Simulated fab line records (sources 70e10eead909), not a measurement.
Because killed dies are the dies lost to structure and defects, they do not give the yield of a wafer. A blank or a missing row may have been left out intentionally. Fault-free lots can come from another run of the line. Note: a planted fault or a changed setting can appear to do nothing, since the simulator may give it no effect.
Chamber matching + flow nand-harc + 4 sister chambers for NHARC_A_STAIRCASE_ALD_420 on ald-hk-03
The step deposits SiO2, target thk 20 nm, pulse time 6 s, ald cycles 200. 24 wafers are shown with their chamber, then 12 later ones without.

WAFERS, EACH WITH ITS CHAMBER
| wafer  | chamber | heater-power-outer-w (W) | heater-power-w (W) | precursor-pulse-height-rel |
|--------|---------|--------------------------|--------------------|----------------------------|
| L074.1 | 2       | 267                      | 467                | 1.003                      |
| L074.4 | 3       | 258                      | 474                | 1.032                      |
| L074.6 | 1       | 275                      | 494                | 0.971                      |
| L076.1 | 1       | 272                      | 488                | 1.024                      |
| L076.3 | 2       | 269                      | 458                | 0.994                      |
| L076.5 | 0       | 293                      | 503                | 0.973                      |
| L079.3 | 0       | 292                      | 514                | 1.001                      |
| L079.5 | 0       | 294                      | 513                | 0.987                      |
| L079.6 | 1       | 284                      | 500                | 0.985                      |
| L077.3 | 1       | 274                      | 485                | 0.954                      |
| L077.5 | 3       | 252                      | 465                | 0.991                      |
| L077.6 | 2       | 276                      | 462                | 0.998                      |
| L080.1 | 2       | 270                      | 473                | 1.017                      |
| L080.3 | 0       | 293                      | 487                | 0.994                      |
| L080.5 | 2       | 270                      | 474                | 0.983                      |
| L086.2 | 2       | 259                      | 460                | 1.033                      |
| L086.4 | 0       | 298                      | 514                | 1.016                      |
| L086.6 | 3       | 260                      | 460                | 0.960                      |
| L088.1 | 3       | 264                      | 473                | 0.977                      |
| L088.5 | 0       | 298                      | 508                | 1.023                      |
| L088.6 | 3       | 250                      | 470                | 0.993                      |
| L091.1 | 0       | 306                      | 530                | 1.020                      |
| L091.2 | 3       | 263                      | 477                | 1.028                      |
| L091.3 | 2       | 265                      | 463                | 1.028                      |

SIGNATURES, as means of the wafers listed above
| reading                    | chamber 0 | chamber 1 | chamber 2 | chamber 3 | scatter within a chamber |
|----------------------------|-----------|-----------|-----------|-----------|--------------------------|
| heater-power-outer-w       | 296.29    | 276.25    | 268.00    | 257.83    | 5.29                     |
| heater-power-w             | 509.86    | 491.75    | 465.29    | 469.83    | 8.92                     |
| precursor-pulse-height-rel | 1.00200   | 0.98350   | 1.00800   | 0.99683   | 0.0233                   |
Rule: for a wafer and a chamber, the distance is found by dividing, reading by reading, the gap between the wafer's reading and the chamber's mean by the reading's scatter, squaring, summing and taking the root. The wafer belongs to the nearest chamber; if the next one is less than 2 further off, it can't be placed. The scatter: take each reading less its chamber's mean, square it, sum over the shown wafers, divide by the number of wafers less the number of chambers, and take the root.

WAFERS WITHOUT THEIR CHAMBER
| wafer  | heater-power-outer-w (W) | heater-power-w (W) | precursor-pulse-height-rel |
|--------|--------------------------|--------------------|----------------------------|
| L090.3 | 256                      | 461                | 1.005                      |
| L090.4 | 259                      | 471                | 0.992                      |
| L090.6 | 266                      | 473                | 1.014                      |
| L092.3 | 266                      | 466                | 0.974                      |
| L092.4 | 259                      | 473                | 0.965                      |
| L092.5 | 263                      | 471                | 0.999                      |
| L096.3 | 260                      | 477                | 1.027                      |
| L096.5 | 266                      | 459                | 1.008                      |
| L096.6 | 263                      | 471                | 1.002                      |
| L097.1 | 263                      | 469                | 1.042                      |
| L097.2 | 260                      | 482                | 1.023                      |
| L097.4 | 299                      | 510                | 1.026                      |

EACH ONE'S CHAMBER
| wafer  | from the rows above          | in truth |
|--------|------------------------------|----------|
| L090.3 | can't be placed: 3 or 2      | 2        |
| L090.4 | can't be placed: 3 or 2      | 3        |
| L090.6 | can't be placed: 2 or 3      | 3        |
| L092.3 | can't be placed: 2 or 3 or 1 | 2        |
| L092.4 | can't be placed: 3 or 2      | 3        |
| L092.5 | can't be placed: 3 or 2      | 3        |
| L096.3 | can't be placed: 3 or 2      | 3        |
| L096.5 | can't be placed: 2 or 3      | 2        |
| L096.6 | can't be placed: 3 or 2      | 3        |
| L097.1 | can't be placed: 2 or 3      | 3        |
| L097.2 | can't be placed: 3 or 2 or 1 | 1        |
| L097.4 | 0                            | 0        |
Correctly placed: 1 of 12. These rows do not allow placing 11 (true chamber among the candidates in 11). Placed wrongly: 0.
